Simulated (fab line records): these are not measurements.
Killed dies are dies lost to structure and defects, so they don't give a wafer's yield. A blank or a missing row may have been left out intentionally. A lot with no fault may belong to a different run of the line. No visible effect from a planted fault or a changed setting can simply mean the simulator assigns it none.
Which tool is to blame? | flow n5-finfet | 14 lots with 41 wafers sampled at 3 steps, on a route of 1938 steps

## WHAT THE GAUGES READ, wafer by wafer
N5_GATE_CUT_OVL_MEAS_14.
lot  | measured     | on         | GATE_CUT_OVL (nm)
L649 | day 4 11:35  | overlay-01 | -0.3 -0.7 0.4
L650 | day 4 14:56  | overlay-01 | -0.1 0.8 1.1
L652 | day 5 12:20  | overlay-02 | 1.2 0.2
L653 | day 5 20:55  | overlay-02 | 0.0 -0.2 0.6
L654 | day 5 21:52  | overlay-02 | 0.6 1.2 -0.4
L655 | day 6 00:15  | overlay-01 | -0.3 0.1 -0.8
L657 | day 6 12:02  | overlay-02 | 0.0 -0.1 -0.3
L660 | day 7 14:08  | overlay-01 | 0.1 -0.2 1.2
L664 | day 8 06:49  | overlay-01 | - - -
L665 | day 8 17:52  | overlay-02 | - - -
L667 | day 9 04:58  | overlay-02 | 1.0 0.8 -0.5
L669 | day 9 15:12  | overlay-01 | 0.1 -0.6 -0.1
L671 | day 10 01:46 | overlay-02 | -0.2 0.8 0.6
L672 | day 10 04:21 | overlay-02 | -0.2 0.3 0.0

## EACH LOT AND THE TOOL THAT RAN IT (in order: tool; ch and the chambers of the sampled wafers; start)
lot  | N5_HKMG_FIN_CMP_23           | N5_GATE_CUT_EXPOSE_10
L649 | cmp-04 ch 0,1, day 4 06:51   | euv-scanner-02 ch 0, day 4 11:25
L650 | cmp-02 ch 0,1, day 4 10:24   | euv-scanner-02 ch 0, day 4 14:46
L652 | cmp-03 ch 2,3, day 5 07:52   | euv-scanner-01 ch 0, day 5 12:11
L653 | cmp-04 ch 0,1,2, day 5 14:16 | euv-scanner-02 ch 0, day 5 20:44
L654 | cmp-04 ch 0,1, day 5 17:05   | euv-scanner-02 ch 0, day 5 21:42
L655 | cmp-03 ch 1,2,3, day 5 19:46 | euv-scanner-02 ch 0, day 6 00:05
L657 | cmp-03 ch 1,2,3, day 6 07:35 | euv-scanner-01 ch 0, day 6 11:52
L660 | cmp-03 ch 0,1, day 7 09:38   | euv-scanner-02 ch 0, day 7 13:59
L664 | cmp-03 ch 0,1,3, day 8 02:31 | euv-scanner-02, day 8 06:40
L665 | cmp-04 ch 1,2, day 8 13:25   | euv-scanner-02, day 8 17:43
L667 | cmp-03 ch 0,1,3, day 9 00:40 | euv-scanner-01 ch 0, day 9 04:49
L669 | cmp-03 ch 1,2,3, day 9 10:48 | euv-scanner-01 ch 0, day 9 15:02
L671 | cmp-04 ch 0,3, day 9 21:18   | euv-scanner-02 ch 0, day 10 01:37
L672 | cmp-03 ch 0,3, day 9 23:55   | euv-scanner-01 ch 0, day 10 04:11
- N5_HKMG_FIN_CMP_23: polishes, stops on SiNx, t overpolish 10 s, target thk 46.326 nm.
- N5_GATE_CUT_EXPOSE_10: exposes mask GATE CUT, target cd 20 nm.

## WHAT THE TOOLS THEMSELVES READ (means of the sampled wafers that have a number; where no wafer has one, the mark that the record gives instead)
N5_HKMG_FIN_CMP_23.
lot  | tool   | motor-current-A (A) | overpolish-run-s (s) | platen-rpm (rpm) | time-to-endpoint-s (s)
L649 | cmp-04 | 12.9                | 10.008               | 50.30            | 13.9
L650 | cmp-02 | 12.3                | 9.999                | 50.27            | 12.6
L652 | cmp-03 | 11.7                | 9.988                | 50.28            | 13.6
L653 | cmp-04 | 12.0                | 10.005               | 50.31            | 15.3
L654 | cmp-04 | 13.1                | 10.004               | 50.29            | 13.8
L655 | cmp-03 | 12.4                | 10.001               | 50.33            | 11.9
L657 | cmp-03 | 12.5                | 9.999                | 50.27            | 10.9
L660 | cmp-03 | 13.8                | 10.002               | 50.26            | 11.1
L664 | cmp-03 | 13.1                | 9.996                | 50.28            | 12.5
L665 | cmp-04 | 11.3                | 9.997                | 50.30            | 13.3
L667 | cmp-03 | 13.4                | 9.996                | 50.29            | 11.4
L669 | cmp-03 | 12.2                | 9.999                | 50.26            | 9.2
L671 | cmp-04 | 13.7                | 9.991                | 50.28            | 11.0
L672 | cmp-03 | 12.7                | 9.993                | 50.30            | 12.0

N5_GATE_CUT_EXPOSE_10.
lot  | tool           | exposure-dose-mJ-cm2 | focus-offset-nm (nm)
L649 | euv-scanner-02 | 43.16                | 0.3
L650 | euv-scanner-02 | 43.19                | 0.6
L652 | euv-scanner-01 | 43.11                | -0.5
L653 | euv-scanner-02 | 43.24                | -0.8
L654 | euv-scanner-02 | 43.24                | -0.7
L655 | euv-scanner-02 | 43.21                | -0.5
L657 | euv-scanner-01 | 43.16                | -0.1
L660 | euv-scanner-02 | 43.20                | 0.0
L664 | euv-scanner-02 | -                    | -
L665 | euv-scanner-02 | -                    | -
L667 | euv-scanner-01 | 43.10                | 0.2
L669 | euv-scanner-01 | 43.08                | -0.2
L671 | euv-scanner-02 | 43.18                | 0.6
L672 | euv-scanner-01 | 43.15                | 0.1

## THE ANSWER, worked out from the rows above alone
Rule: usual is defined by the lots themselves. Put in order of their means at a reading, lots are off if they are a third of the lots or fewer, leave a main group of 4 or more, and stand apart from it by a gap of 3 or more times the standard deviation of the main group's means; of several such gaps the widest counts. If all means in a main group match to the digits the tables above print for the reading, that group is not used. A lot without any number at a reading at which 4 lots or more have one is off too. Where the step has rows for the other lots, those lots are counted as sound. Order of review: gauges by route order, followed by the tools' own readings, for which a lot's mean as printed above is used. The first step at which some lot is off is used, and at that step the reading that is off furthest; a lot without a number counts as furthest.
Off: L664, L665, seen at N5_GATE_CUT_OVL_MEAS_14 (GATE_CUT_OVL). Without a number there: L664, L665. The main group has a mean of 0.2 nm with a standard deviation of 0.34.
If a tool, at a process step before that reading, ran all the lots that are off and no sound lot after the first of them, it fits. The gauges at N5_GATE_CUT_OVL_MEAS_14 aren't tried: what is off there is off at N5_GATE_CUT_EXPOSE_10 too, on other tools, and a gauge's error can't cause that. Not one of the candidates tried fits.

## WHAT THE SIMULATOR HAD PUT IN
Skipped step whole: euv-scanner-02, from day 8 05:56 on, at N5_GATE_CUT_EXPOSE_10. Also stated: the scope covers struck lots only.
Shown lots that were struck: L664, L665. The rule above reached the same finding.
